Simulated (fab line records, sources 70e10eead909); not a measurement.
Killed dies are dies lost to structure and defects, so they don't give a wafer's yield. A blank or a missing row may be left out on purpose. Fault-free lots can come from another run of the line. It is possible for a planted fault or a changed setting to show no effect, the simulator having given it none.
A lot that was struck, set against a sound lot	flow nand_harc	40 out of 1302 route steps
Sound: wafers L948.1, L948.2, L948.4. Struck: wafer L956.2 (L956.1, L956.3, from the same lot, were not struck and are left out); the cause is given at the end.
Order at every step that has rows: each side's tool, ch and its chambers, its first start. Under that, the readings that differ: sound wafers	struck wafers	difference of the means	sigmas: that difference in standard deviations of wafers without a fault.
alike: same words and numbers on both sides, and readings whose means sit less than 2 such deviations apart. not compared: any withheld reading, any reading some wafer has no value for, any bound like >300 that may hide the same value, and any number with overlapping values for which the record gives no deviation.
Wherever a step has rows on one side only, a row that says differs or no value, or a row with sigmas, the two part there. Numbers that don't overlap but have no deviation are shown without sigmas and don't part them. Lack of a reading on every wafer of one side parts them only where that side has two or more wafers.

NHARC_P_CONTACT_OVL_MEAS_13:
  sound: overlay-02 at day 5 20:14; struck: overlay-01 at day 9 04:37
  alike: overlay_x_nm, overlay_y_nm
NHARC_P_CONTACT_INSPECT_14:
  sound: defect_inspect-02 at day 5 20:17; struck: defect_inspect-01 at day 9 04:39
  alike: raw_defect_count
then, 6 steps without rows for these wafers: NHARC_P_CONTACT_DESCUM_17 (chemistry O2, time 3 s); NHARC_P_CONTACT_ETCH_35 (etches the open film in CF4, target depth 39 nm, time 65 s); NHARC_P_CONTACT_ETCH_36 (etches the open film in N2/H2, target depth 260 nm, time 406.25 s); NHARC_P_CONTACT_ETCH_18 (etches the open film in C4F8/O2/Ar, target depth 481 nm, time 240.5 s); NHARC_P_CONTACT_STRIP_37 (strips in C4F8/O2/Ar); NHARC_P_CONTACT_ETCH_31 (etches the open film in CH3F/O2, target depth 30 nm, time 85.7 s).
NHARC_P_CONTACT_CD_MEAS_19:
  sound: cd_sem-01 at day 5 21:13; struck: cd_sem-01 at day 9 05:35
  alike: cd_nm
then, 2 steps without rows for these wafers: NHARC_P_CONTACT_STRIP_28 (strips in O2); NHARC_P_CONTACT_STRIP_29 (strips in post etch residue remover, time 1200 s).
NHARC_P_CONTACT_DEGAS_38: time 60 s.
  sound: pvd_sputter-01 at day 5 21:55; struck: pvd_sputter-02 at day 9 06:18
reading	sound	struck	difference	sigmas
heater_power_w (W)	429 418 431	558	+132	+3
NHARC_P_CONTACT_PRE_CLEAN_39: time 19.5 s.
  sound: pvd_sputter-01 at day 5 21:59; struck: pvd_sputter-02 at day 9 06:22
then, 15 steps without rows for these wafers: NHARC_P_CONTACT_PVD_32 (deposits Ti, target thk 5 nm, time 17.7 s); NHARC_P_CONTACT_ALD_22 (deposits TiN, target thk 3 nm, pulse time 1 s, ald cycles 150); NHARC_P_CONTACT_CVD_23 (deposits W, target thk 200 nm, time 557 s); NHARC_P_CONTACT_CMP_24 (polishes, t overpolish 30 s, target thk 200 nm); NHARC_P_CONTACT_SRD_26; NHARC_P_M0_DEP_00 (deposits SiOC, target thk 150 nm); NHARC_P_M0_DEHYDRATE_01 (time 120 s); NHARC_P_M0_HMDS_02 (time 30 s); NHARC_P_M0_COAT_33 (time 65 s); NHARC_P_M0_COAT_03 (resist thk 90 nm); NHARC_P_M0_SOFTBAKE_04 (time 55 s); NHARC_P_M0_EBR_05; NHARC_P_M0_EXPOSE_06 (exposes mask P M0, target cd 90 nm); NHARC_P_M0_PEB_07 (peb time 65 s); NHARC_P_M0_DEVELOP_08 (develop time 35 s).
NHARC_P_M0_CD_MEAS_09: target cd 90 nm.
  sound on cd_sem-03 ch 0, day 6 00:19; struck on cd_sem-01 ch 0, day 9 08:43
reading	sound	struck	difference	sigmas
cd_nm (nm)	91.2 91.1 91.7	88.8	-2.5	-3
NHARC_P_M0_OVL_MEAS_10: pitch 180 nm.
  sound: overlay-01 at day 6 00:25; struck: overlay-01 at day 9 08:48
  alike: overlay_x_nm, overlay_y_nm
NHARC_P_M0_DESCUM_14: chemistry O2, time 3 s.
  sound on rie_diel-02 ch 0,2,3, day 6 00:31; struck on rie_diel-12 ch 1, day 9 08:54
reading	sound	struck	difference	sigmas
rf_hours_counter_h (h)	18 26 25	34	+11	
  alike: drypump_motor_current_A, o2_flow_sccm, oes_product_au, rf_vpp_V, showerhead_plenum_p_Torr, throttle_valve_pct
NHARC_P_M0_ETCH_34: etches the open film in N2/H2, target depth 40 nm, overetch 12 nm, time 43.94 s.
  sound on rie_diel-02 ch 1,2,3, day 6 00:35; struck on rie_diel-12 ch 0, day 9 08:59
reading	sound	struck	difference	sigmas
rf_hours_counter_h (h)	18 25 24	33	+11	
  alike: drypump_motor_current_A, oes_product_au, rf_vpp_V, showerhead_plenum_p_Torr, throttle_valve_pct
then, 1 step without rows for these wafers: NHARC_P_M0_ETCH_15 (etches the open film in C4F8/Ar, target depth 150 nm, overetch 15 nm, time 82.5 s).
NHARC_P_M0_CD_MEAS_16:
  sound: cd_sem-02 at day 6 00:52; struck: cd_sem-03 at day 9 09:12
reading	sound	struck	difference	sigmas
cd_nm (nm)	91.2 91.7 92.0	88.3	-3.3	-2
then, 2 steps without rows for these wafers: NHARC_P_M0_STRIP_18 (strips in N2/H2); NHARC_P_M0_STRIP_19 (strips in post etch residue remover, time 600 s).
NHARC_P_M0_DEGAS_28: time 60 s.
  sound: pvd_sputter-03 at day 6 01:30; struck: pvd_sputter-03 at day 9 09:49
  alike: heater_power_w
NHARC_P_M0_PRE_CLEAN_29: time 30 s.
  sound on pvd_sputter-03; struck on pvd_sputter-03
  alike: heater_power_w
then, 1 step without rows for these wafers: NHARC_P_M0_PVD_20 (deposits TaN, target thk 5 nm, time 8.06 s).
-- record jumps: 18 days between struck wafers' starts before vs after; left off in module P_M0, resumes in module END, first step shown is number 1302 of the route --
NHARC_END_SORT_01:
  here the record holds rows for the struck wafers (prober-01 ch 0, day 27 15:30) but none for the sound ones

WHERE THEY PART
Last at NHARC_END_SORT_01 as far as this record goes, first at NHARC_P_CONTACT_DEGAS_38.

WHY: what the simulator had put in
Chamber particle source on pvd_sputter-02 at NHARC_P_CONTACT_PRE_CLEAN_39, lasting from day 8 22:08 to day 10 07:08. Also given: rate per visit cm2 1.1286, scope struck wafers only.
